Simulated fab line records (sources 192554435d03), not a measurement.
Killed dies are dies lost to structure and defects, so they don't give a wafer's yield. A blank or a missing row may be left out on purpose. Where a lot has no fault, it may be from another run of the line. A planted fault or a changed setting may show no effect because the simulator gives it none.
Which tool was responsible? | flow n5 finfet | 24 lots, 72 wafers sampled, at 6 steps of a route of 1938

== WHAT THE GAUGES READ, wafer by wafer ==
N5_FIN_SAQP_OVL_MEAS_17.
lot  | measured    | on         | FIN_CORE_OVL (nm)
L074 | day 1 21:09 | overlay-02 | -1.2 0.7 0.5
L075 | day 2 03:40 | overlay-01 | -0.5 0.9 1.2
L076 | day 2 09:53 | overlay-02 | -0.2 -0.4 1.1
L077 | day 2 16:05 | overlay-02 | 0.6 0.4 -0.1
L078 | day 2 22:35 | overlay-02 | 0.1 1.1 1.0
L079 | day 3 03:19 | overlay-02 | -0.3 -1.7 -0.5
L080 | day 3 09:29 | overlay-02 | 0.4 -0.7 -0.4
L081 | day 3 17:36 | overlay-01 | 0.4 0.1 -0.3
L082 | day 4 01:35 | overlay-02 | -0.5 -0.8 0.1
L083 | day 4 04:13 | overlay-02 | -1.2 -1.1 -1.0
L084 | day 4 09:40 | overlay-01 | -1.0 -0.9 0.2
L085 | day 4 16:24 | overlay-02 | -0.7 0.0 -0.6
L086 | day 4 21:46 | overlay-01 | -1.1 -0.4 0.7
L087 | day 5 04:28 | overlay-01 | 0.9 -0.1 0.8
L088 | day 5 09:23 | overlay-01 | 0.3 1.1 -0.2
L089 | day 5 15:38 | overlay-01 | -0.3 -1.1 0.3
L090 | day 5 21:42 | overlay-01 | 0.0 0.0 0.9
L091 | day 6 03:28 | overlay-02 | -0.6 -0.5 0.3
L092 | day 6 10:15 | overlay-01 | 0.5 0.8 0.9
L093 | day 6 15:52 | overlay-01 | 1.7 -1.1 1.0
L094 | day 7 02:01 | overlay-01 | -0.7 -0.5 0.1
L095 | day 7 04:40 | overlay-01 | 1.5 0.3 0.6
L096 | day 7 10:27 | overlay-01 | 0.1 -0.2 0.2
L097 | day 7 16:28 | overlay-01 | 0.0 0.5 0.2

N5_FIN_SAQP_CD_MEAS_37: the cd target is 8 nm.
lot  | measured    | on        | cd nm (nm)
L074 | day 2 02:16 | cd sem-03 | 7.9 8.0 7.4
L075 | day 2 08:18 | cd sem-02 | 7.9 8.3 8.4
L076 | day 2 14:29 | cd sem-03 | 7.8 8.3 8.0
L077 | day 2 21:27 | cd sem-02 | 8.9 7.9 8.2
L078 | day 3 04:06 | cd sem-02 | 8.3 8.7 7.6
L079 | day 3 08:31 | cd sem-03 | 7.8 7.9 8.3
L080 | day 3 19:49 | cd sem-01 | 8.5 8.3 8.0
L081 | day 4 03:45 | cd sem-03 | 8.1 8.0 8.2
L082 | day 4 06:53 | cd sem-02 | 8.3 8.5 8.5
L083 | day 4 08:43 | cd sem-02 | 8.0 8.0 8.4
L084 | day 4 14:11 | cd sem-02 | 7.9 8.1 7.9
L085 | day 4 20:41 | cd sem-03 | 8.5 7.7 8.1
L086 | day 5 03:08 | cd sem-03 | 8.1 8.4 8.1
L087 | day 5 08:31 | cd sem-02 | 8.0 8.3 8.0
L088 | day 5 13:53 | cd sem-03 | 8.5 8.1 8.2
L089 | day 5 19:42 | cd sem-02 | 7.9 8.4 8.4
L090 | day 6 01:46 | cd sem-01 | 8.1 8.0 8.3
L091 | day 6 08:26 | cd sem-02 | 8.4 8.7 8.8
L092 | day 6 14:20 | cd sem-02 | 7.7 8.2 8.3
L093 | day 6 20:04 | cd sem-01 | 8.2 8.7 8.2
L094 | day 7 07:01 | cd sem-01 | 8.1 7.6 7.8
L095 | day 7 09:53 | cd sem-03 | 8.4 7.9 8.2
L096 | day 7 15:26 | cd sem-01 | 8.2 8.4 8.7
L097 | day 7 21:10 | cd sem-01 | 8.8 8.1 8.6

== TOOL THAT RAN EACH LOT (tool first, then ch and the chambers of the sampled wafers, then the start) ==
lot  | N5_FIN_SAQP_PECVD_47           | N5_FIN_SAQP_HM_DEP_72          | N5_FIN_SAQP_ETCH_67               | N5_FIN_SAQP_STRIP_70
L074 | pecvd-04 ch 0,1, day 1 20:35   | pecvd-01 ch 0,2, day 1 20:47   | rie diel-05 ch 2,3, day 2 00:56   | rie diel-05 ch 2,3, day 2 00:59
L075 | pecvd-02 ch 0,1, day 2 02:55   | pecvd-04 ch 0,1, day 2 03:11   | rie diel-01 ch 0,1,3, day 2 07:03 | rie diel-01 ch 0,1,3, day 2 07:05
L076 | pecvd-01 ch 0,1, day 2 09:11   | pecvd-01 ch 0,1,2, day 2 09:24 | rie diel-04 ch 2,3, day 2 13:09   | rie diel-04 ch 2,3, day 2 13:11
L077 | pecvd-04 ch 1,2, day 2 15:26   | pecvd-02 ch 0,1, day 2 15:43   | rie diel-01 ch 0,2,3, day 2 19:58 | rie diel-01 ch 0,2,3, day 2 20:01
L078 | pecvd-01 ch 0,2, day 2 21:52   | pecvd-02 ch 0,1, day 2 22:04   | rie diel-04 ch 0,3, day 3 02:48   | rie diel-04 ch 0,3, day 3 02:50
L079 | pecvd-04 ch 0,1,2, day 3 02:37 | pecvd-01 ch 0,1, day 3 02:49   | rie diel-04 ch 0,2,3, day 3 07:13 | rie diel-04 ch 0,2,3, day 3 07:15
L080 | pecvd-01 ch 0,1, day 3 08:56   | pecvd-01 ch 1,2, day 3 09:08   | rie diel-05 ch 0,1,3, day 3 16:16 | rie diel-05 ch 0,1,3, day 3 16:19
L081 | pecvd-01 ch 0,1, day 3 16:53   | pecvd-04 ch 1,2, day 3 17:05   | rie diel-05 ch 0,1, day 4 00:18   | rie diel-05 ch 0,1, day 4 00:20
L082 | pecvd-02 ch 0,1,2, day 4 00:54 | pecvd-04 ch 0,1, day 4 01:07   | rie diel-01 ch 0,1,2, day 4 05:25 | rie diel-01 ch 0,1,2, day 4 05:28
L083 | pecvd-04 ch 0,2, day 4 03:31   | pecvd-04 ch 0,2, day 4 03:44   | rie diel-04 ch 0,1,3, day 4 07:14 | rie diel-04 ch 0,1,3, day 4 07:16
L084 | pecvd-02 ch 1,2, day 4 09:03   | pecvd-01 ch 0,1, day 4 09:16   | rie diel-01 ch 0,2,3, day 4 12:38 | rie diel-01 ch 0,2,3, day 4 12:40
L085 | pecvd-04 ch 0,1,2, day 4 15:41 | pecvd-01 ch 0,1, day 4 15:53   | rie diel-04 ch 0,1,3, day 4 19:28 | rie diel-04 ch 0,1,3, day 4 19:31
L086 | pecvd-01 ch 0,1, day 4 20:59   | pecvd-02 ch 1,2, day 4 21:16   | rie diel-01 ch 0,1,3, day 5 00:55 | rie diel-01 ch 0,1,3, day 5 00:58
L087 | pecvd-04 ch 0,1,2, day 5 03:46 | pecvd-02 ch 0,2, day 5 03:58   | rie diel-05 ch 0,1,3, day 5 07:18 | rie diel-05 ch 0,1,3, day 5 07:20
L088 | pecvd-02 ch 0,1,2, day 5 08:40 | pecvd-01 ch 1,2, day 5 08:54   | rie diel-04 ch 0,1, day 5 12:37   | rie diel-04 ch 0,1, day 5 12:40
L089 | pecvd-02 ch 0,2, day 5 15:02   | pecvd-01 ch 1,2, day 5 15:15   | rie diel-01 ch 0,1,2, day 5 18:28 | rie diel-01 ch 0,1,2, day 5 18:31
L090 | pecvd-02 ch 0,1,2, day 5 21:07 | pecvd-01 ch 1,2, day 5 21:19   | rie diel-04 ch 0,1,3, day 6 00:32 | rie diel-04 ch 0,1,3, day 6 00:35
L091 | pecvd-01 ch 1,2, day 6 02:49   | pecvd-01 ch 1,2, day 6 03:05   | rie diel-05 ch 0,1,3, day 6 07:13 | rie diel-05 ch 0,1,3, day 6 07:15
L092 | pecvd-01 ch 1,2, day 6 09:34   | pecvd-01 ch 0,2, day 6 09:46   | rie diel-04 ch 2,3, day 6 13:07   | rie diel-04 ch 2,3, day 6 13:09
L093 | pecvd-01 ch 0,1,2, day 6 15:10 | pecvd-02 ch 1,2, day 6 15:22   | rie diel-05 ch 0,1,3, day 6 18:50 | rie diel-05 ch 0,1,3, day 6 18:53
L094 | pecvd-04 ch 0,1, day 7 01:22   | pecvd-01 ch 1,2, day 7 01:39   | rie diel-01 ch 0,1,3, day 7 05:13 | rie diel-01 ch 0,1,3, day 7 05:16
L095 | pecvd-02 ch 0,2, day 7 03:59   | pecvd-04 ch 0,2, day 7 04:11   | rie diel-04 ch 0,1,3, day 7 08:10 | rie diel-04 ch 0,1,3, day 7 08:12
L096 | pecvd-01 ch 0,1,2, day 7 09:46 | pecvd-01 ch 0,2, day 7 09:58   | rie diel-01 ch 0,2,3, day 7 14:05 | rie diel-01 ch 0,2,3, day 7 14:08
L097 | pecvd-02 ch 1,2, day 7 15:52   | pecvd-01 ch 1,2, day 7 16:04   | rie diel-04 ch 0,2,3, day 7 19:46 | rie diel-04 ch 0,2,3, day 7 19:49
- N5_FIN_SAQP_PECVD_47: deposits a-Si from SiH4/He, target thk 45 nm, time 36.3 s.
- N5_FIN_SAQP_HM_DEP_72: deposits SiO2 from SiH4/N2O, target thk 12 nm, time 7.2 s.
- N5_FIN_SAQP_ETCH_67: etches SiNx in CH3F/O2, target depth 30 nm.
- N5_FIN_SAQP_STRIP_70: strips in N2/H2.

== AS READ BY THE TOOLS THEMSELVES (means over the sampled wafers that have a number; for cases with no such wafer, the mark the record gives instead) ==
N5_FIN_SAQP_PECVD_47.
lot  | tool     | heater power w (W) | showerhead plenum p Torr (Torr) | throttle valve pct (%)
L074 | pecvd-04 | 882                | 5.68                            | 19.4
L075 | pecvd-02 | 821                | 5.66                            | 18.0
L076 | pecvd-01 | 950                | 5.62                            | 18.8
L077 | pecvd-04 | 775                | 5.69                            | 19.0
L078 | pecvd-01 | 895                | 5.57                            | 18.5
L079 | pecvd-04 | 913                | 5.67                            | 18.4
L080 | pecvd-01 | 841                | 5.68                            | 18.8
L081 | pecvd-01 | 894                | 5.63                            | 19.0
L082 | pecvd-02 | 793                | 5.65                            | 17.5
L083 | pecvd-04 | 871                | 5.65                            | 17.5
L084 | pecvd-02 | 677                | 5.66                            | 16.9
L085 | pecvd-04 | 841                | 5.67                            | 18.3
L086 | pecvd-01 | 921                | 5.63                            | 19.0
L087 | pecvd-04 | 864                | 5.66                            | 18.2
L088 | pecvd-02 | 782                | 5.65                            | 17.5
L089 | pecvd-02 | 638                | 5.64                            | 16.8
L090 | pecvd-02 | 781                | 5.66                            | 17.6
L091 | pecvd-01 | 930                | 5.62                            | 17.6
L092 | pecvd-01 | 938                | 5.63                            | 17.5
L093 | pecvd-01 | 863                | 5.62                            | 18.2
L094 | pecvd-04 | 981                | 5.67                            | 18.6
L095 | pecvd-02 | 708                | 5.63                            | 16.8
L096 | pecvd-01 | 870                | 5.63                            | 18.2
L097 | pecvd-02 | 674                | 5.66                            | 17.1

N5_FIN_SAQP_HM_DEP_72.
lot  | tool     | heater power w (W) | showerhead plenum p Torr (Torr)
L074 | pecvd-01 | 787                | 7.88
L075 | pecvd-04 | 814                | 8.16
L076 | pecvd-01 | 884                | 8.03
L077 | pecvd-02 | 740                | 8.15
L078 | pecvd-02 | 768                | 8.16
L079 | pecvd-01 | 859                | 8.04
L080 | pecvd-01 | 891                | 8.03
L081 | pecvd-04 | 694                | 8.19
L082 | pecvd-04 | 826                | 8.17
L083 | pecvd-04 | 879                | 8.10
L084 | pecvd-01 | 815                | 8.04
L085 | pecvd-01 | 859                | 8.16
L086 | pecvd-02 | 730                | 8.17
L087 | pecvd-02 | 620                | 8.05
L088 | pecvd-01 | 819                | 8.17
L089 | pecvd-01 | 861                | 8.17
L090 | pecvd-01 | 831                | 8.03
L091 | pecvd-01 | 875                | 8.17
L092 | pecvd-01 | 775                | 7.90
L093 | pecvd-02 | 669                | 8.12
L094 | pecvd-01 | 784                | 8.02
L095 | pecvd-04 | 825                | 8.13
L096 | pecvd-01 | 826                | 7.89
L097 | pecvd-01 | 892                | 8.16

N5_FIN_SAQP_ETCH_67.
lot  | tool        | O2_flow_sccm (sccm) | chamber pressure mTorr (mTorr) | drypump motor current A (A) | oes product au (a.u.) | rf vpp V (V) | showerhead plenum p Torr (Torr) | throttle valve pct (%)
L074 | rie diel-05 | 19.93               | 30.013                         | 5.3                         | 0.76                  | 304          | 2.02                            | 16.19
L075 | rie diel-01 | 20.04               | 30.016                         | 5.4                         | 0.81                  | 299          | 2.03                            | 16.17
L076 | rie diel-04 | 19.99               | 29.999                         | 6.0                         | 0.76                  | 292          | 2.06                            | 16.05
L077 | rie diel-01 | 20.00               | 30.018                         | 5.4                         | 0.80                  | 296          | 1.97                            | 16.18
L078 | rie diel-04 | 19.95               | 30.025                         | 6.3                         | 0.74                  | 289          | 2.04                            | 16.20
L079 | rie diel-04 | 19.94               | 29.973                         | 5.7                         | 0.74                  | 297          | 2.03                            | 16.14
L080 | rie diel-05 | 20.00               | 29.978                         | 5.6                         | 0.81                  | 297          | 1.99                            | 16.19
L081 | rie diel-05 | 20.01               | 29.998                         | 5.6                         | 0.85                  | 293          | 2.00                            | 16.10
L082 | rie diel-01 | 20.04               | 30.017                         | 5.2                         | 0.74                  | 302          | 2.01                            | 16.34
L083 | rie diel-04 | 19.97               | 29.991                         | 6.2                         | 0.81                  | 298          | 2.04                            | 16.28
L084 | rie diel-01 | 19.96               | 30.014                         | 5.4                         | 0.78                  | 296          | 1.96                            | 16.22
L085 | rie diel-04 | 19.96               | 29.958                         | 6.2                         | 0.80                  | 297          | 2.04                            | 16.27
L086 | rie diel-01 | 20.03               | 29.975                         | 5.4                         | 0.79                  | 298          | 2.02                            | 16.21
L087 | rie diel-05 | 19.98               | 30.005                         | 5.6                         | 0.79                  | 297          | 1.99                            | 16.21
L088 | rie diel-04 | 19.99               | 30.020                         | 6.0                         | 0.78                  | 302          | 2.02                            | 16.38
L089 | rie diel-01 | 19.98               | 30.013                         | 5.3                         | 0.73                  | 301          | 2.00                            | 16.35
L090 | rie diel-04 | 20.04               | 30.005                         | 6.2                         | 0.79                  | 297          | 2.04                            | 16.28
L091 | rie diel-05 | 20.01               | 30.008                         | 5.6                         | 0.90                  | 297          | 1.99                            | 16.06
L092 | rie diel-04 | 19.98               | 30.023                         | 5.5                         | 0.74                  | 300          | 2.03                            | 16.06
L093 | rie diel-05 | 19.97               | 29.995                         | 5.6                         | 0.88                  | 297          | 1.99                            | 16.06
L094 | rie diel-01 | 20.01               | 29.997                         | 5.4                         | 0.77                  | 298          | 2.02                            | 16.23
L095 | rie diel-04 | 20.01               | 30.022                         | 6.2                         | 0.77                  | 297          | 2.03                            | 16.30
L096 | rie diel-01 | 20.02               | 29.970                         | 5.4                         | 0.76                  | 297          | 1.96                            | 16.24
L097 | rie diel-04 | 19.97               | 30.033                         | 5.8                         | 0.71                  | 296          | 2.02                            | 16.19

N5_FIN_SAQP_STRIP_70.
lot  | tool        | chamber pressure mTorr (mTorr) | drypump motor current A (A) | oes product au (a.u.) | rf vpp V (V) | showerhead plenum p Torr (Torr) | throttle valve pct (%)
L074 | rie diel-05 | 50.01                          | 5.4                         | 0.75                  | 121.5        | 3.35                            | 18.7
L075 | rie diel-01 | 50.05                          | 5.4                         | 0.82                  | 121.9        | 3.42                            | 18.8
L076 | rie diel-04 | 50.02                          | 6.0                         | 0.77                  | 121.8        | 3.45                            | 18.5
L077 | rie diel-01 | 49.97                          | 5.4                         | 0.79                  | 121.6        | 3.29                            | 18.4
L078 | rie diel-04 | 49.98                          | 6.2                         | 0.73                  | 122.2        | 3.41                            | 18.6
L079 | rie diel-04 | 50.01                          | 5.7                         | 0.74                  | 121.8        | 3.39                            | 18.5
L080 | rie diel-05 | 49.97                          | 5.6                         | 0.82                  | 121.5        | 3.34                            | 18.6
L081 | rie diel-05 | 49.98                          | 5.7                         | 0.87                  | 121.7        | 3.36                            | 18.3
L082 | rie diel-01 | 50.02                          | 5.3                         | 0.73                  | 122.2        | 3.37                            | 18.8
L083 | rie diel-04 | 49.95                          | 6.2                         | 0.79                  | 122.3        | 3.41                            | 18.7
L084 | rie diel-01 | 49.95                          | 5.5                         | 0.77                  | 121.0        | 3.29                            | 18.4
L085 | rie diel-04 | 49.98                          | 6.2                         | 0.79                  | 122.6        | 3.40                            | 18.7
L086 | rie diel-01 | 49.97                          | 5.4                         | 0.80                  | 122.2        | 3.41                            | 18.8
L087 | rie diel-05 | 50.01                          | 5.6                         | 0.80                  | 121.3        | 3.33                            | 18.7
L088 | rie diel-04 | 49.99                          | 6.0                         | 0.77                  | 121.0        | 3.34                            | 18.7
L089 | rie diel-01 | 49.98                          | 5.3                         | 0.73                  | 122.3        | 3.36                            | 18.8
L090 | rie diel-04 | 50.00                          | 6.3                         | 0.77                  | 122.8        | 3.40                            | 18.7
L091 | rie diel-05 | 49.97                          | 5.6                         | 0.91                  | 122.1        | 3.33                            | 18.5
L092 | rie diel-04 | 49.98                          | 5.5                         | 0.74                  | 122.8        | 3.40                            | 18.4
L093 | rie diel-05 | 49.98                          | 5.7                         | 0.89                  | 121.5        | 3.33                            | 18.5
L094 | rie diel-01 | 50.05                          | 5.4                         | 0.78                  | 121.6        | 3.40                            | 18.8
L095 | rie diel-04 | 50.04                          | 6.3                         | 0.77                  | 122.6        | 3.40                            | 18.7
L096 | rie diel-01 | 49.97                          | 5.5                         | 0.76                  | 120.5        | 3.28                            | 18.5
L097 | rie diel-04 | 50.00                          | 5.7                         | 0.72                  | 122.9        | 3.37                            | 18.5

== THE ANSWER, worked out from the rows above alone ==
Rule: the lots themselves supply what counts as usual. The widest of any qualifying gaps counts: lots, ordered by their means at a reading, are off when they make up no more than a third of the lots, leave a main group of 4 or more, and stand apart from it by 3 or more times the standard deviation of that group's means. If all means in a main group match to the digits the tables above print for the reading, that group is not used. Also off: a lot with no number at a reading for which 4 or more lots have one. Where the step has rows for the other lots, those lots are counted as sound. First the gauges in route order, then the tools' own readings, where a lot's mean is used as printed above. At the first step where some lot is off, the reading lying furthest off is the one used; lots without a number count as furthest.
Across all readings shown, no lot is off: no conclusion can be drawn from this.

== WHAT HAD BEEN PUT IN BY THE SIMULATOR ==
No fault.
